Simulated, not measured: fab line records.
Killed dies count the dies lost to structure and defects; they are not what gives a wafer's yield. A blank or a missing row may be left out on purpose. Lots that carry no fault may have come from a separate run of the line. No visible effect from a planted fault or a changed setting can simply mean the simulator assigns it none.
fab line records | flow n5_finfet | part 1 of 2: steps 1 to 27 of 36
record: lots: 5 | wafers: 15 | last_day: 17
route steps=1938 shown PMOS_HMC_CHANNEL_EPI@78 FIN_SAQP@90
lots untouched by any fault: they come from a run of this same line in which no faults occurred
start_h: the number of hours between the record's first day and the start of the first shown wafer of the lot | wait_h: hours elapsed since this lot's preceding step | " same as the row above | L1.1+2: a row that stands for several wafers | - no value present, or no start provided | * or withheld: withheld | < > ~ a bound
route shown NAME@n: names a module that has steps shown in the file, with the first one's number in the route | usual: mean and standard deviation over wafers with no fault | same: alike in all rows | chamber/n: place in a boat | sites: readings site by site | _std_site: their standard deviation | _edge_site: inner sites' mean taken away from outer sites' mean | radius_mm: for every site, how far away it sits from the centre of the wafer | mask NAME#n: copy n | behind: the most recent tool/chamber to have shaped the wafer | hold: what put the lot on hold/how long, in hours/how the hold closed | device: the transistor (n, p or np) that didn't switch | end of line: the route-end tests of the same wafers | a step given without rows: its recipe and nothing more | killed: count of dies lost to structure and defects at first sort (not the wafer's yield) | map: dies across one wafer; x = killed, . = not, _ = none there
set.NAME: the setting the step ran with; set.NAME@STEP: the setting that earlier step ran with | model.NAME: the simulator's own value behind a step, which no gauge read
lots at selected steps of the route; one table per step, one row per wafer
services: when a tool's chamber went out of use (start_h, in hours from the record's first day, below 0 if earlier), for how many hours, and the reason
== steps ==
step: N5_PMOS_HMC_CHANNEL_EPI_EPI_20
recipe: material: SiGe30 | mask_material: SiO2 | pressure_torr: 20 | target_thk_a: 590 | temp_c: 600
lot.wafer  | tool         | chamber | start_h | wait_h
L074.1+3+6 | epi_rpcvd-02 | 0       | 18.11   | 0.0
L078.2+4+5 | epi_rpcvd-02 | 0       | 42.34   | 0.2
L090.4+5+6 | epi_rpcvd-03 | 0       | 115.68  | 0.6
L092.2+3+5 | epi_rpcvd-02 | 0       | 126.15  | 0.3
L093.1+2+6 | epi_rpcvd-03 | 0       | 132.19  | 0.0
step: N5_PMOS_HMC_CHANNEL_EPI_HM_STRIP_35
recipe: chemistry: dHF | temp_c: 25 | material: SiO2 | target: SiO2 | target_depth_a: 396 | time_s: 216
same: time_s: 216
lot.wafer  | tool         | chamber | start_h | wait_h
L074.1+3+6 | wet_bench-03 | 0,4,3   | 19.34   | 1.0
L078.2+4+5 | wet_bench-02 | 1,2,7   | 43.37   | 0.8
L090.4+5+6 | wet_bench-05 | 7,5,3   | 116.32  | 0.4
L092.2+3+5 | wet_bench-03 | 5,7,4   | 127.52  | 1.1
L093.1+2+6 | wet_bench-02 | 2,5,4   | 133.42  | 1.0
step: N5_PMOS_HMC_CHANNEL_EPI_SRD_39
recipe: dry: ipa_marangoni | time_s: 30 | temp_c: 23 | rinse_liquid: diw
same: time_s: 30
lot.wafer  | tool         | chamber | start_h | wait_h
L074.1+3+6 | wet_bench-03 | 0,4,3   | 19.40   | 0.0
L078.2+4+5 | wet_bench-02 | 1,2,7   | 43.43   | 0.0
L090.4+5+6 | wet_bench-05 | 7,5,3   | 116.38  | 0.0
L092.2+3+5 | wet_bench-03 | 5,7,4   | 127.58  | 0.0
L093.1+2+6 | wet_bench-02 | 2,5,4   | 133.48  | 0.0
step: N5_PMOS_HMC_CHANNEL_EPI_CMP_21
recipe: material: SiGe30 | post_cmp_clean: alkaline_brush | target_thk_nm: 54
usual: motor_current_A: 12.0/1.1
lot.wafer | tool   | chamber | start_h | wait_h | motor_current_A
L074.3    | cmp-02 | 1       | 19.48   | 0.1    | 12.6
L074.1    | "      | 2       | "       | "      | 11.9
L074.6    | "      | 1       | "       | "      | 13.0
L078.2    | cmp-04 | 2       | 43.47   | 0.0    | 10.4
L078.4    | "      | 3       | "       | "      | 12.6
L078.5    | "      | 3       | "       | "      | 13.1
L090.4    | cmp-01 | 1       | 116.49  | 0.1    | 10.9
L090.5    | "      | 3       | "       | "      | 10.6
L090.6    | "      | 0       | "       | "      | 12.6
L092.3    | cmp-01 | 1       | 127.62  | 0.0    | 11.1
L092.2    | "      | 0       | "       | "      | 13.7
L092.5    | "      | 2       | "       | "      | 12.5
L093.1    | cmp-01 | 2       | 133.52  | 0.0    | 12.4
L093.2    | "      | 3       | "       | "      | 10.9
L093.6    | "      | 2       | "       | "      | 12.0
step: N5_PMOS_HMC_CHANNEL_EPI_THK_MEAS_22
recipe: reads: SiGe30_of_PMOS_HMC_CHANNEL_EPI_EPI_20
usual: HMC_CMP_THK: 53.9/1.1
lot.wafer | tool          | chamber | start_h | wait_h | HMC_CMP_THK[nm]
L074.1    | film_metro-02 | -       | 19.74   | -      | 52.6
L074.3    | "             | -       | "       | "      | 53.1
L074.6    | "             | -       | "       | "      | 52.2
L078.2    | film_metro-02 | -       | 43.77   | -      | 54.9
L078.4    | "             | -       | "       | "      | 53.2
L078.5    | "             | -       | "       | "      | 54.7
L090.4    | film_metro-02 | -       | 116.72  | -      | 54.6
L090.5    | "             | -       | "       | "      | 54.5
L090.6    | "             | -       | "       | "      | 54.7
L092.2    | film_metro-02 | -       | 127.91  | -      | 53.9
L092.3    | "             | -       | "       | "      | 54.8
L092.5    | "             | -       | "       | "      | 54.9
L093.1    | film_metro-01 | -       | 133.82  | -      | 52.0
L093.2    | "             | -       | "       | "      | 51.9
L093.6    | "             | -       | "       | "      | 53.9
step: N5_PMOS_HMC_CHANNEL_EPI_PRECLEAN_40
recipe: chemistry: DHF | time_s: 30 | temp_c: 25 | dilution: withheld
same: time_s: 30
lot.wafer  | tool         | chamber | start_h | wait_h
L074.1+3+6 | wet_bench-03 | 2,5,3   | 19.76   | 0.0
L078.2+4+5 | wet_bench-03 | 4,7,5   | 43.80   | 0.0
L090.4+5+6 | wet_bench-02 | 3,5,0   | 116.74  | 0.0
L092.2+3+5 | wet_bench-03 | 0,4,1   | 127.94  | 0.0
L093.1+2+6 | wet_bench-02 | 4,5,0   | 133.85  | 0.0
step: N5_PMOS_HMC_CHANNEL_EPI_PRECLEAN_37
recipe: chemistry: O3/DIW | time_s: 45 | temp_c: 22 | o3_ppm: 10
same: time_s: 45
lot.wafer  | tool         | chamber | start_h | wait_h
L074.1+3+6 | wet_bench-03 | 2,5,3   | 19.77   | 0.0
L078.2+4+5 | wet_bench-03 | 4,7,5   | 43.81   | 0.0
L090.4+5+6 | wet_bench-02 | 3,5,0   | 116.75  | 0.0
L092.2+3+5 | wet_bench-03 | 0,4,1   | 127.95  | 0.0
L093.1+2+6 | wet_bench-02 | 4,5,0   | 133.86  | 0.0
step: N5_PMOS_HMC_CHANNEL_EPI_PRECLEAN_24
recipe: chemistry: DHF | time_s: 30 | temp_c: 25 | dilution: withheld
same: time_s: 30
lot.wafer  | tool         | chamber | start_h | wait_h
L074.1+3+6 | wet_bench-03 | 2,5,3   | 19.79   | 0.0
L078.2+4+5 | wet_bench-03 | 4,7,5   | 43.82   | 0.0
L090.4+5+6 | wet_bench-02 | 3,5,0   | 116.76  | 0.0
L092.2+3+5 | wet_bench-03 | 0,4,1   | 127.96  | 0.0
L093.1+2+6 | wet_bench-02 | 4,5,0   | 133.87  | 0.0
step: N5_PMOS_HMC_CHANNEL_EPI_SRD_25
recipe: dry: ipa_marangoni | do_ppb: 5 | time_s: 30 | temp_c: 23 | rinse_liquid: diw
same: time_s: 30
lot.wafer  | tool         | chamber | start_h | wait_h
L074.1+3+6 | wet_bench-03 | 2,5,3   | 19.80   | 0.0
L078.2+4+5 | wet_bench-03 | 4,7,5   | 43.83   | 0.0
L090.4+5+6 | wet_bench-02 | 3,5,0   | 116.77  | 0.0
L092.2+3+5 | wet_bench-03 | 0,4,1   | 127.97  | 0.0
L093.1+2+6 | wet_bench-02 | 4,5,0   | 133.88  | 0.0
step: N5_PMOS_HMC_CHANNEL_EPI_EPI_26
recipe: material: Si | target_thk_a: 38 | temp_c: 650 | precursor: SiH4/H2 | pressure_torr: 20 | time_s: 22.7
usual: throttle_valve_pct: 11.13/0.24
same: time_s: 22.7
lot.wafer | tool         | chamber | start_h | wait_h | throttle_valve_pct
L074.1    | epi_rpcvd-03 | 0       | 19.84   | 0.0    | 11.26
L074.3    | "            | 0       | "       | "      | 11.14
L074.6    | "            | 0       | "       | "      | 10.77
L078.2    | epi_rpcvd-03 | 0       | 43.93   | 0.1    | 11.30
L078.4    | "            | 0       | "       | "      | 10.91
L078.5    | "            | 0       | "       | "      | 11.25
L090.4    | epi_rpcvd-02 | 0       | 116.97  | 0.2    | 11.60
L090.5    | "            | 0       | "       | "      | 11.42
L090.6    | "            | 0       | "       | "      | 11.54
L092.2    | epi_rpcvd-01 | 0       | 128.07  | 0.1    | 10.62
L092.3    | "            | 0       | "       | "      | 11.07
L092.5    | "            | 0       | "       | "      | 11.11
L093.1    | epi_rpcvd-02 | 0       | 133.93  | 0.0    | 11.53
L093.2    | "            | 0       | "       | "      | 11.22
L093.6    | "            | 0       | "       | "      | 11.40
step: N5_PMOS_HMC_CHANNEL_EPI_INSPECT_30
recipe: inspect_instrument: darkfield | mode: post_epi
usual: raw_defect_count: 20/6.2
lot.wafer | tool              | chamber | start_h | wait_h | raw_defect_count
L074.1    | defect_inspect-01 | -       | 20.21   | 0.0    | 18
L074.3    | "                 | -       | "       | "      | 22
L074.6    | "                 | -       | "       | "      | 17
L078.2    | defect_inspect-01 | -       | 44.25   | 0.0    | 28
L078.4    | "                 | -       | "       | "      | 17
L078.5    | "                 | -       | "       | "      | 31
L090.4    | defect_inspect-01 | -       | 117.20  | 0.0    | 22
L090.5    | "                 | -       | "       | "      | 20
L090.6    | "                 | -       | "       | "      | 15
L092.2    | defect_inspect-02 | -       | 128.39  | 0.0    | 20
L092.3    | "                 | -       | "       | "      | 32
L092.5    | "                 | -       | "       | "      | 24
L093.1    | defect_inspect-02 | -       | 134.30  | 0.0    | 25
L093.2    | "                 | -       | "       | "      | 16
L093.6    | "                 | -       | "       | "      | 11
step: N5_FIN_SAQP_PRECLEAN_42
recipe: chemistry: O3/DIW | time_s: 60 | temp_c: 22 | o3_ppm: 10
same: time_s: 60
lot.wafer  | tool         | chamber | start_h | wait_h
L074.1+3+6 | wet_bench-04 | 3,6,7   | 20.24   | 0.0
L078.2+4+5 | wet_bench-04 | 3,7,2   | 44.28   | 0.0
L090.4+5+6 | wet_bench-06 | 4,7,0   | 117.22  | 0.0
L092.2+3+5 | wet_bench-01 | 4,5,6   | 128.42  | 0.0
L093.1+2+6 | wet_bench-01 | 6,7,4   | 134.33  | 0.0
step: N5_FIN_SAQP_PRECLEAN_00
recipe: chemistry: SC1 | time_s: 60 | temp_c: 55 | mix: 1:2:50
same: time_s: 60
lot.wafer  | tool         | chamber | start_h | wait_h
L074.1+3+6 | wet_bench-04 | 3,6,7   | 20.26   | 0.0
L078.2+4+5 | wet_bench-04 | 3,7,2   | 44.29   | 0.0
L090.4+5+6 | wet_bench-06 | 4,7,0   | 117.24  | 0.0
L092.2+3+5 | wet_bench-01 | 4,5,6   | 128.44  | 0.0
L093.1+2+6 | wet_bench-01 | 6,7,4   | 134.35  | 0.0
step: N5_FIN_SAQP_PRECLEAN_44
recipe: chemistry: SC2 | time_s: 45 | temp_c: 35 | mix: 1:1:50
same: time_s: 45
lot.wafer  | tool         | chamber | start_h | wait_h
L074.1+3+6 | wet_bench-04 | 3,6,7   | 20.28   | 0.0
L078.2+4+5 | wet_bench-04 | 3,7,2   | 44.31   | 0.0
L090.4+5+6 | wet_bench-06 | 4,7,0   | 117.26  | 0.0
L092.2+3+5 | wet_bench-01 | 4,5,6   | 128.46  | 0.0
L093.1+2+6 | wet_bench-01 | 6,7,4   | 134.36  | 0.0
step: N5_FIN_SAQP_SRD_01
recipe: dry: ipa_marangoni | time_s: 30 | temp_c: 23 | rinse_liquid: diw
same: time_s: 30
lot.wafer  | tool         | chamber | start_h | wait_h
L074.1+3+6 | wet_bench-04 | 3,6,7   | 20.29   | 0.0
L078.2+4+5 | wet_bench-04 | 3,7,2   | 44.32   | 0.0
L090.4+5+6 | wet_bench-06 | 4,7,0   | 117.27  | 0.0
L092.2+3+5 | wet_bench-01 | 4,5,6   | 128.47  | 0.0
L093.1+2+6 | wet_bench-01 | 6,7,4   | 134.37  | 0.0
step: N5_FIN_SAQP_ALD_61
recipe: material: SiO2 | target_thk_a: 40 | temp_c: 300 | ald_precursor_family: BDEAS | ald_co_reactant: O2-plasma | pulse_time_s: 1 | purge_time_s: 2 | co_reactant_purge_time_s: 2 | ald_cycles: 43 | pressure_torr: 2
usual: heater_power_w: 482/71 | precursor_pulse_height_rel: 1.000/0.02
lot.wafer | tool       | chamber | start_h | wait_h | heater_power_w | precursor_pulse_height_rel
L074.1    | ald_sin-02 | 3       | 20.34   | 0.0    | 499            | 1.026
L074.3    | "          | 0       | "       | "      | 508            | 0.997
L074.6    | "          | 3       | "       | "      | 506            | 0.994
L078.2    | ald_sin-02 | 0       | 44.89   | 0.5    | 487            | 1.003
L078.4    | "          | 2       | "       | "      | 482            | 1.025
L078.5    | "          | 0       | "       | "      | 521            | 1.033
L090.4    | ald_sin-02 | 0       | 117.40  | 0.1    | 512            | 1.012
L090.5    | "          | 1       | "       | "      | 430            | 0.952
L090.6    | "          | 0       | "       | "      | 516            | 0.987
L092.2    | ald_sin-01 | 2       | 128.53  | 0.0    | 400            | 0.996
L092.3    | "          | 0       | "       | "      | 518            | 0.979
L092.5    | "          | 3       | "       | "      | 602            | 1.014
L093.1    | ald_sin-03 | 3       | 134.42  | 0.0    | 484            | 1.014
L093.2    | "          | 2       | "       | "      | 400            | 1.033
L093.6    | "          | 1       | "       | "      | 535            | 0.985
step: N5_FIN_SAQP_DENSIFY_62
recipe: temp_c: 700 | time_s: 60 | ambient: N2 | idle_temp_c: 600 | ramp_up_c_per_s: 150 | ramp_down_c_per_s: 60 | cool_to_c: 600
usual: lamp_power_pct: 9.86/0.054 | lamp_zone_5_pct: 9.846/0.011 | wafer_temp_C_max: 703.3/0.67
same: time_s: 60
lot.wafer | tool          | chamber | start_h | wait_h | lamp_power_pct | lamp_zone_5_pct | wafer_temp_C_max
L074.1    | rtp_anneal-02 | 0       | 20.62   | 0.2    | 9.88           | 9.848           | 703.0
L074.3    | "             | 0       | "       | "      | 9.88           | 9.858           | 703.7
L074.6    | "             | 0       | "       | "      | 9.72           | 9.829           | 703.1
L078.2    | rtp_anneal-01 | 0       | 45.21   | 0.2    | 9.88           | 9.860           | 703.6
L078.4    | "             | 0       | "       | "      | 9.82           | 9.821           | 704.3
L078.5    | "             | 0       | "       | "      | 9.76           | 9.839           | 702.7
L090.4    | rtp_anneal-02 | 0       | 117.69  | 0.2    | 9.90           | 9.860           | 704.1
L090.5    | "             | 0       | "       | "      | 9.84           | 9.856           | 702.5
L090.6    | "             | 0       | "       | "      | 9.86           | 9.845           | 702.8
L092.2    | rtp_anneal-01 | 0       | 128.77  | 0.1    | 9.83           | 9.831           | 704.1
L092.3    | "             | 0       | "       | "      | 9.85           | 9.848           | 703.0
L092.5    | "             | 0       | "       | "      | 9.72           | 9.842           | 702.9
L093.1    | rtp_anneal-02 | 0       | 134.62  | 0.1    | 9.80           | 9.850           | 705.1
L093.2    | "             | 0       | "       | "      | 9.88           | 9.847           | 703.9
L093.6    | "             | 0       | "       | "      | 9.85           | 9.842           | 703.4
step: N5_FIN_SAQP_HM_DEP_03
recipe: material: SiNx | target_thk_a: 380 | temp_c: 400 | precursor: SiH4/NH3/N2 | pressure_torr: 1.5 | rf_w: 300 | time_s: 33.6
usual: heater_power_w: 739/92 | showerhead_plenum_p_Torr: 5.12/0.049 | throttle_valve_pct: 39.2/1.7
same: time_s: 33.6
lot.wafer | tool     | chamber | start_h | wait_h | heater_power_w | showerhead_plenum_p_Torr | throttle_valve_pct
L074.1    | pecvd-04 | 1       | 20.85   | 0.2    | 719            | 5.04                     | 39.8
L074.3    | "        | 0       | "       | "      | 753            | 5.14                     | 39.0
L074.6    | "        | 0       | "       | "      | 762            | 5.14                     | 39.3
L078.2    | pecvd-04 | 1       | 45.41   | 0.2    | 629            | 5.05                     | 40.1
L078.4    | "        | 1       | "       | "      | 645            | 5.04                     | 39.8
L078.5    | "        | 0       | "       | "      | 744            | 5.16                     | 39.0
L090.4    | pecvd-04 | 0       | 117.85  | 0.1    | 735            | 5.15                     | 38.9
L090.5    | "        | 2       | "       | "      | 842            | 5.08                     | 38.7
L090.6    | "        | 1       | "       | "      | 646            | 5.04                     | 39.8
L092.2    | pecvd-01 | 1       | 128.95  | 0.2    | 979            | 5.12                     | 41.5
L092.3    | "        | 0       | "       | "      | 695            | 5.18                     | 37.2
L092.5    | "        | 2       | "       | "      | 648            | 5.15                     | 39.1
L093.1    | pecvd-04 | 1       | 134.84  | 0.2    | 685            | 5.02                     | 40.0
L093.2    | "        | 0       | "       | "      | 757            | 5.15                     | 39.3
L093.6    | "        | 1       | "       | "      | 705            | 5.05                     | 39.9
step: N5_FIN_SAQP_THK_MEAS_05
usual: thk_nm: 38.0/0.56
lot.wafer | tool          | chamber | start_h | wait_h | thk_nm
L074.1    | film_metro-02 | -       | 20.93   | 0.1    | 37.6
L074.3    | "             | -       | "       | "      | 37.5
L074.6    | "             | -       | "       | "      | 38.2
L078.2    | film_metro-01 | -       | 45.52   | 0.1    | 37.2
L078.4    | "             | -       | "       | "      | 37.9
L078.5    | "             | -       | "       | "      | 37.8
L090.4    | film_metro-02 | -       | 117.91  | 0.0    | 38.2
L090.5    | "             | -       | "       | "      | 38.4
L090.6    | "             | -       | "       | "      | 38.4
L092.2    | film_metro-02 | -       | 129.04  | 0.1    | 38.1
L092.3    | "             | -       | "       | "      | 37.3
L092.5    | "             | -       | "       | "      | 38.3
L093.1    | film_metro-01 | -       | 134.92  | 0.1    | 37.6
L093.2    | "             | -       | "       | "      | 38.2
L093.6    | "             | -       | "       | "      | 38.8
step: N5_FIN_SAQP_PECVD_47
recipe: material: a-Si | target_thk_a: 450 | temp_c: 400 | precursor: SiH4/He | pressure_torr: 3 | rf_w: 100 | time_s: 36.3
usual: heater_power_w: 817/94 | showerhead_plenum_p_Torr: 5.65/0.032 | throttle_valve_pct: 17.9/1
same: time_s: 36.3
lot.wafer | tool     | chamber | start_h | wait_h | heater_power_w | showerhead_plenum_p_Torr | throttle_valve_pct
L074.1    | pecvd-04 | 1       | 20.97   | 0.0    | 755            | 5.60                     | 18.1
L074.3    | "        | 2       | "       | "      | 808            | 5.61                     | 17.5
L074.6    | "        | 2       | "       | "      | 825            | 5.61                     | 17.5
L078.2    | pecvd-01 | 1       | 45.56   | 0.0    | 1027           | 5.65                     | 19.2
L078.4    | "        | 2       | "       | "      | 734            | 5.68                     | 17.7
L078.5    | "        | 0       | "       | "      | 699            | 5.71                     | 16.7
L090.4    | pecvd-01 | 1       | 117.96  | 0.1    | 977            | 5.65                     | 19.1
L090.5    | "        | 2       | "       | "      | 725            | 5.69                     | 17.7
L090.6    | "        | 0       | "       | "      | 748            | 5.70                     | 17.1
L092.2    | pecvd-04 | 2       | 129.07  | 0.0    | 942            | 5.63                     | 17.8
L092.3    | "        | 0       | "       | "      | 732            | 5.68                     | 17.9
L092.5    | "        | 1       | "       | "      | 717            | 5.60                     | 18.0
L093.1    | pecvd-03 | 2       | 134.96  | 0.0    | 864            | 5.65                     | 16.1
L093.2    | "        | 0       | "       | "      | 889            | 5.67                     | 18.0
L093.6    | "        | 2       | "       | "      | 835            | 5.65                     | 16.3
step: N5_FIN_SAQP_PECVD_48
recipe: material: SiNx | target_thk_a: 250 | temp_c: 400 | precursor: SiH4/NH3/N2 | pressure_torr: 1.5 | rf_w: 300 | time_s: 22.1
usual: heater_power_w: 740/100 | showerhead_plenum_p_Torr: 5.12/0.042 | throttle_valve_pct: 39.3/2.3
same: time_s: 22.1
lot.wafer | tool     | chamber | start_h | wait_h | heater_power_w | showerhead_plenum_p_Torr | throttle_valve_pct
L074.1    | pecvd-04 | 1       | 21.01   | 0.0    | 731            | 5.05                     | 40.1
L074.3    | "        | 2       | "       | "      | 862            | 5.07                     | 38.3
L074.6    | "        | 2       | "       | "      | 863            | 5.08                     | 38.3
L078.2    | pecvd-01 | 1       | 45.60   | 0.0    | 992            | 5.12                     | 41.7
L078.4    | "        | 2       | "       | "      | 677            | 5.16                     | 38.4
L078.5    | "        | 0       | "       | "      | 658            | 5.18                     | 37.2
L090.4    | pecvd-01 | 1       | 118.00  | 0.0    | 922            | 5.12                     | 41.8
L090.5    | "        | 2       | "       | "      | 665            | 5.16                     | 38.8
L090.6    | "        | 0       | "       | "      | 682            | 5.18                     | 37.5
L092.2    | pecvd-04 | 2       | 129.12  | 0.0    | 852            | 5.08                     | 38.4
L092.3    | "        | 0       | "       | "      | 757            | 5.14                     | 39.3
L092.5    | "        | 1       | "       | "      | 670            | 5.05                     | 40.0
L093.1    | pecvd-03 | 2       | 135.00  | 0.0    | 707            | 5.11                     | 35.2
L093.2    | "        | 0       | "       | "      | 773            | 5.15                     | 39.6
L093.6    | "        | 2       | "       | "      | 732            | 5.11                     | 35.4
step: N5_FIN_SAQP_PECVD_06
recipe: material: a-Si | target_thk_a: 600 | temp_c: 400 | precursor: SiH4/He | pressure_torr: 3 | rf_w: 100 | time_s: 48.1
usual: heater_power_w: 814/100 | showerhead_plenum_p_Torr: 5.65/0.032 | throttle_valve_pct: 17.9/1
same: time_s: 48.1
lot.wafer | tool     | chamber | start_h | wait_h | heater_power_w | showerhead_plenum_p_Torr | throttle_valve_pct
L074.1    | pecvd-04 | 1       | 21.05   | 0.0    | 811            | 5.59                     | 18.2
L074.3    | "        | 2       | "       | "      | 896            | 5.62                     | 17.4
L074.6    | "        | 2       | "       | "      | 905            | 5.61                     | 17.4
L078.2    | pecvd-01 | 1       | 45.64   | 0.0    | 990            | 5.65                     | 18.7
L078.4    | "        | 2       | "       | "      | 695            | 5.68                     | 17.4
L078.5    | "        | 0       | "       | "      | 699            | 5.71                     | 16.7
L090.4    | pecvd-01 | 1       | 118.05  | 0.0    | 1095           | 5.65                     | 19.0
L090.5    | "        | 2       | "       | "      | 759            | 5.70                     | 17.8
L090.6    | "        | 0       | "       | "      | 727            | 5.69                     | 17.1
L092.2    | pecvd-04 | 2       | 129.15  | 0.0    | 857            | 5.61                     | 17.5
L092.3    | "        | 0       | "       | "      | 742            | 5.69                     | 17.9
L092.5    | "        | 1       | "       | "      | 676            | 5.60                     | 18.2
L093.1    | pecvd-03 | 2       | 135.04  | 0.0    | 795            | 5.65                     | 16.2
L093.2    | "        | 0       | "       | "      | 788            | 5.68                     | 17.9
L093.6    | "        | 2       | "       | "      | 769            | 5.64                     | 16.3
step: N5_FIN_SAQP_THK_MEAS_07
usual: thk_nm: 59.7/0.99
lot.wafer | tool          | chamber | start_h | wait_h | thk_nm
L074.1    | film_metro-01 | -       | 21.14   | 0.1    | 59.5
L074.3    | "             | -       | "       | "      | 61.1
L074.6    | "             | -       | "       | "      | 62.6
L078.2    | film_metro-02 | -       | 45.73   | 0.1    | 59.1
L078.4    | "             | -       | "       | "      | 60.0
L078.5    | "             | -       | "       | "      | 60.5
L090.4    | film_metro-01 | -       | 118.12  | 0.0    | 59.3
L090.5    | "             | -       | "       | "      | 59.3
L090.6    | "             | -       | "       | "      | 61.3
L092.2    | film_metro-01 | -       | 129.24  | 0.1    | 61.1
L092.3    | "             | -       | "       | "      | 60.1
L092.5    | "             | -       | "       | "      | 61.2
L093.1    | film_metro-01 | -       | 135.13  | 0.1    | 59.4
L093.2    | "             | -       | "       | "      | 58.4
L093.6    | "             | -       | "       | "      | 59.5
step: N5_FIN_SAQP_HM_DEP_72
recipe: material: SiO2 | target_thk_a: 120 | temp_c: 400 | precursor: SiH4/N2O | pressure_torr: 0.75 | rf_w: 275 | time_s: 7.2
usual: heater_power_w: 746/84 | showerhead_plenum_p_Torr: 8.10/0.095
same: time_s: 7.2
lot.wafer | tool     | chamber | start_h | wait_h | heater_power_w | showerhead_plenum_p_Torr
L074.1    | pecvd-04 | 2       | 21.18   | 0.0    | 762            | 7.99
L074.3    | "        | 0       | "       | "      | 710            | 8.16
L074.6    | "        | 2       | "       | "      | 815            | 8.02
L078.2    | pecvd-04 | 0       | 45.76   | 0.0    | 782            | 8.16
L078.4    | "        | 0       | "       | "      | 776            | 8.15
L078.5    | "        | 0       | "       | "      | 639            | 8.16
L090.4    | pecvd-03 | 1       | 118.18  | 0.1    | 712            | 8.04
L090.5    | "        | 0       | "       | "      | 783            | 8.18
L090.6    | "        | 2       | "       | "      | 788            | 8.11
L092.2    | pecvd-03 | 0       | 129.28  | 0.0    | 796            | 8.18
L092.3    | "        | 2       | "       | "      | 747            | 8.10
L092.5    | "        | 1       | "       | "      | 730            | 8.03
L093.1    | pecvd-01 | 1       | 135.17  | 0.0    | 937            | 8.10
L093.2    | "        | 0       | "       | "      | 718            | 8.24
L093.6    | "        | 2       | "       | "      | 656            | 8.19
step: N5_FIN_SAQP_COAT_49
recipe: resist: SOC | temp_c: 250 | time_s: 60 | spin_rpm: 1500 | resist_thk_nm: 100
usual: exhaust_pa: 44.8/0.88
same: time_s: 60
lot.wafer | tool           | chamber | start_h | wait_h | exhaust_pa
L074.1    | litho_track-05 | 0       | 21.25   | 0.1    | 44.6
L074.3    | "              | 0       | "       | "      | 44.6
L074.6    | "              | 0       | "       | "      | 44.6
L078.2    | litho_track-01 | 0       | 45.86   | 0.1    | 46.7
L078.4    | "              | 0       | "       | "      | 45.4
L078.5    | "              | 0       | "       | "      | 45.7
L090.4    | litho_track-05 | 0       | 118.23  | 0.0    | 44.1
L090.5    | "              | 0       | "       | "      | 44.8
L090.6    | "              | 0       | "       | "      | 42.8
L092.2    | litho_track-01 | 0       | 129.36  | 0.1    | 45.0
L092.3    | "              | 0       | "       | "      | 45.4
L092.5    | "              | 0       | "       | "      | 46.4
L093.1    | litho_track-05 | 0       | 135.25  | 0.1    | 43.7
L093.2    | "              | 0       | "       | "      | 45.5
L093.6    | "              | 0       | "       | "      | 44.6
step: N5_FIN_SAQP_COAT_50
recipe: resist: SiARC | temp_c: 220 | time_s: 60 | spin_rpm: 1500 | resist_thk_nm: 35
usual: exhaust_pa: 45.0/0.77
same: time_s: 60
lot.wafer | tool           | chamber | start_h | wait_h | exhaust_pa
L074.1    | litho_track-05 | 0       | -       | -      | 45.4
L074.3    | "              | 0       | "       | "      | 46.0
L074.6    | "              | 0       | "       | "      | 46.1
L078.2    | litho_track-01 | 0       | -       | -      | 45.4
L078.4    | "              | 0       | "       | "      | 45.3
L078.5    | "              | 0       | "       | "      | 45.4
L090.4    | litho_track-05 | 0       | -       | -      | 46.1
L090.5    | "              | 0       | "       | "      | 44.0
L090.6    | "              | 0       | "       | "      | 45.3
L092.2    | litho_track-01 | 0       | -       | -      | 45.4
L092.3    | "              | 0       | "       | "      | 45.6
L092.5    | "              | 0       | "       | "      | 46.8
L093.1    | litho_track-05 | 0       | -       | -      | 43.4
L093.2    | "              | 0       | "       | "      | 44.5
L093.6    | "              | 0       | "       | "      | 45.7
step: N5_FIN_SAQP_COAT_10
recipe: resist: CAR-ArF | spin_rpm: 1500 | resist_thk_nm: 90
usual: exhaust_pa: 45.1/0.89
lot.wafer | tool           | chamber | start_h | wait_h | exhaust_pa
L074.1    | litho_track-05 | 0       | -       | -      | 46.2
L074.3    | "              | 0       | "       | "      | 46.8
L074.6    | "              | 0       | "       | "      | 47.1
L078.2    | litho_track-01 | 0       | -       | -      | 43.9
L078.4    | "              | 0       | "       | "      | 44.6
L078.5    | "              | 0       | "       | "      | 44.2
L090.4    | litho_track-05 | 0       | -       | -      | 43.7
L090.5    | "              | 0       | "       | "      | 44.1
L090.6    | "              | 0       | "       | "      | 43.9
L092.2    | litho_track-01 | 0       | -       | -      | 46.2
L092.3    | "              | 0       | "       | "      | 46.4
L092.5    | "              | 0       | "       | "      | 45.5
L093.1    | litho_track-05 | 0       | -       | -      | 46.3
L093.2    | "              | 0       | "       | "      | 46.0
L093.6    | "              | 0       | "       | "      | 46.5
